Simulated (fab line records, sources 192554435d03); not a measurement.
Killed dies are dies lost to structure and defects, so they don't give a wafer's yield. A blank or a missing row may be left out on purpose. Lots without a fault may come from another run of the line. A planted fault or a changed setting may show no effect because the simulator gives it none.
Chamber matching | flow n5_finfet | N5_BEOL_M5_DEP_56 on pecvd-03: 3 sister chambers
The step deposits SiCN from 3MS/NH3, target thk 8 nm, time 14 s. 24 wafers are shown with their chamber, then 12 later ones without.

WAFERS WITH THEIR CHAMBER
wafer  | chamber | showerhead_plenum_p_Torr (Torr) | throttle_valve_pct (%) | chamber_pressure_Torr (Torr)
L076.1 | 1       | 3.678                           | 9.05                   | 3.003
L076.4 | 1       | 3.672                           | 8.87                   | 3.012
L076.6 | 2       | 3.656                           | 8.43                   | 2.992
L080.1 | 1       | 3.673                           | 8.66                   | 2.995
L080.2 | 0       | 3.677                           | 9.36                   | 3.001
L080.5 | 1       | 3.673                           | 8.58                   | 3.002
L081.1 | 2       | 3.650                           | 8.70                   | 3.000
L081.3 | 0       | 3.677                           | 9.04                   | 2.998
L081.4 | 2       | 3.657                           | 8.39                   | 2.997
L083.1 | 1       | 3.681                           | 9.13                   | 2.994
L083.5 | 2       | 3.662                           | 8.70                   | 2.999
L083.6 | 0       | 3.679                           | 8.97                   | 3.007
L092.2 | 1       | 3.678                           | 8.85                   | 2.989
L092.3 | 2       | 3.659                           | 8.57                   | 3.002
L092.4 | 0       | 3.681                           | 9.03                   | 3.000
L088.3 | 2       | 3.664                           | 8.32                   | 3.001
L088.5 | 2       | 3.657                           | 8.86                   | 2.987
L088.6 | 1       | 3.676                           | 9.29                   | 3.001
L089.2 | 2       | 3.664                           | 8.54                   | 3.006
L089.4 | 0       | 3.682                           | 9.22                   | 2.997
L089.5 | 1       | 3.681                           | 9.13                   | 3.004
L090.2 | 0       | 3.678                           | 9.14                   | 3.002
L090.4 | 2       | 3.647                           | 8.82                   | 2.993
L090.5 | 1       | 3.682                           | 8.80                   | 3.000

SIGNATURES (means of the wafers above)
reading                  | chamber 0 | chamber 1 | chamber 2 | scatter within a chamber
showerhead_plenum_p_Torr | 3.67900   | 3.67711   | 3.65733   | 0.00444
throttle_valve_pct       | 9.1267    | 8.9289    | 8.5922    | 0.2
chamber_pressure_Torr    | 3.00083   | 3.00000   | 2.99744   | 0.00574
Rule: a wafer's distance from a chamber is the root of the sum, over the readings, of the square of ((its reading less the chamber's mean) divided by the reading's scatter). The wafer belongs to the nearest chamber; if the next one is less than 2 further off, it can't be placed. The scatter: the root of (the sum of the squares of (reading less its chamber's mean) over the shown wafers, divided by (wafers less chambers)).

WAFERS WITHOUT THEIR CHAMBER
wafer  | showerhead_plenum_p_Torr (Torr) | throttle_valve_pct (%) | chamber_pressure_Torr (Torr)
L091.1 | 3.660                           | 8.41                   | 3.006
L091.3 | 3.687                           | 8.80                   | 2.997
L091.4 | 3.687                           | 8.60                   | 2.994
L093.3 | 3.679                           | 9.20                   | 3.018
L093.5 | 3.683                           | 8.91                   | 3.003
L093.6 | 3.660                           | 8.61                   | 3.004
L097.1 | 3.683                           | 8.96                   | 3.006
L097.2 | 3.652                           | 8.61                   | 3.003
L097.6 | 3.658                           | 8.62                   | 3.000
L094.1 | 3.674                           | 8.60                   | 3.003
L094.2 | 3.653                           | 8.65                   | 3.005
L094.6 | 3.673                           | 8.94                   | 2.996

WHICH CHAMBER EACH WENT THROUGH
wafer  | from the rows above     | in truth
L091.1 | 2                       | 2
L091.3 | can't be placed: 1 or 0 | 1
L091.4 | can't be placed: 1 or 0 | 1
L093.3 | can't be placed: 0 or 1 | 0
L093.5 | can't be placed: 1 or 0 | 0
L093.6 | 2                       | 2
L097.1 | can't be placed: 0 or 1 | 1
L097.2 | 2                       | 2
L097.6 | 2                       | 2
L094.1 | can't be placed: 1 or 0 | 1
L094.2 | 2                       | 2
L094.6 | can't be placed: 1 or 0 | 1
Placed correctly: 5 of 12. Can't be placed from these rows: 7 (the true chamber is among the candidates in 7). Placed wrongly: 0.
